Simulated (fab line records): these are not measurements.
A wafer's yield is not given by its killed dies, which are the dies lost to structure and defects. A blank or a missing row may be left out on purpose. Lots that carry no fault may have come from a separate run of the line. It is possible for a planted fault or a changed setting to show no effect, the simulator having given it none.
Matching of chambers + flow n5_finfet + 3 sister chambers for N5_BEOL_M14_DEP_53 on pecvd-04
The step deposits SiCN from 3MS/NH3, target thk 50 nm, time 17.8 s. 14 wafers are shown with their chamber, then 7 later ones without.

== EACH WAFER AND ITS CHAMBER ==
| wafer  | chamber | showerhead_vpp_V (V) | showerhead_plenum_p_Torr (Torr) | throttle_valve_pct (%) |
|--------|---------|----------------------|---------------------------------|------------------------|
| L078.1 | 2       | 1451                 | 4.15                            | 16.9                   |
| L078.3 | 1       | 1512                 | 4.18                            | 17.0                   |
| L078.5 | 1       | 1515                 | 4.18                            | 17.1                   |
| L080.2 | 0       | 1702                 | 4.16                            | 19.0                   |
| L080.4 | 2       | 1440                 | 4.15                            | 16.9                   |
| L080.6 | 1       | 1500                 | 4.19                            | 17.2                   |
| L087.3 | 0       | 1707                 | 4.16                            | 16.9                   |
| L087.4 | 1       | 1517                 | 4.18                            | 17.1                   |
| L087.5 | 0       | 1714                 | 4.16                            | 17.1                   |
| L089.1 | 0       | 1725                 | 4.16                            | 16.7                   |
| L089.3 | 2       | 1462                 | 4.14                            | 17.3                   |
| L089.4 | 1       | 1518                 | 4.17                            | 17.3                   |
| L094.2 | 2       | 1458                 | 4.13                            | 17.3                   |
| L094.3 | 0       | 1708                 | 4.17                            | 16.6                   |

SIGNATURES (means of the wafers above)
| reading                  | chamber 0 | chamber 1 | chamber 2 | scatter within a chamber |
|--------------------------|-----------|-----------|-----------|--------------------------|
| showerhead_vpp_V         | 1711.20   | 1512.40   | 1452.75   | 8.54                     |
| showerhead_plenum_p_Torr | 4.1620    | 4.1800    | 4.1425    | 0.0071                   |
| throttle_valve_pct       | 17.260    | 17.140    | 17.100    | 0.614                    |
Rule: a wafer lies at a distance from a chamber equal to the root of the sum of squares, over the readings, of (its reading less the chamber's mean, divided by the reading's scatter). If the next closest chamber is less than 2 further off than the closest, the wafer can't be placed; otherwise it belongs to the closest. The scatter: take each reading less its chamber's mean, square it, sum over the shown wafers, divide by the number of wafers less the number of chambers, and take the root.

== WAFERS MISSING THEIR CHAMBER ==
| wafer  | showerhead_vpp_V (V) | showerhead_plenum_p_Torr (Torr) | throttle_valve_pct (%) |
|--------|----------------------|---------------------------------|------------------------|
| L094.6 | 1468                 | 4.14                            | 17.1                   |
| L092.1 | 1450                 | 4.14                            | 17.1                   |
| L092.3 | 1684                 | 4.17                            | 16.8                   |
| L092.6 | 1691                 | 4.16                            | 17.1                   |
| L097.3 | 1686                 | 4.15                            | 17.2                   |
| L097.5 | 1447                 | 4.15                            | 17.2                   |
| L097.6 | 1742                 | 4.16                            | 17.0                   |

== CHAMBER TAKEN BY EACH ==
| wafer  | from the rows above | in truth |
|--------|---------------------|----------|
| L094.6 | 2                   | 2        |
| L092.1 | 2                   | 2        |
| L092.3 | 0                   | 0        |
| L092.6 | 0                   | 0        |
| L097.3 | 0                   | 0        |
| L097.5 | 2                   | 2        |
| L097.6 | 0                   | 0        |
7 of 7 placed correctly. Left unplaced by these rows: 0. Number placed wrongly: 0.
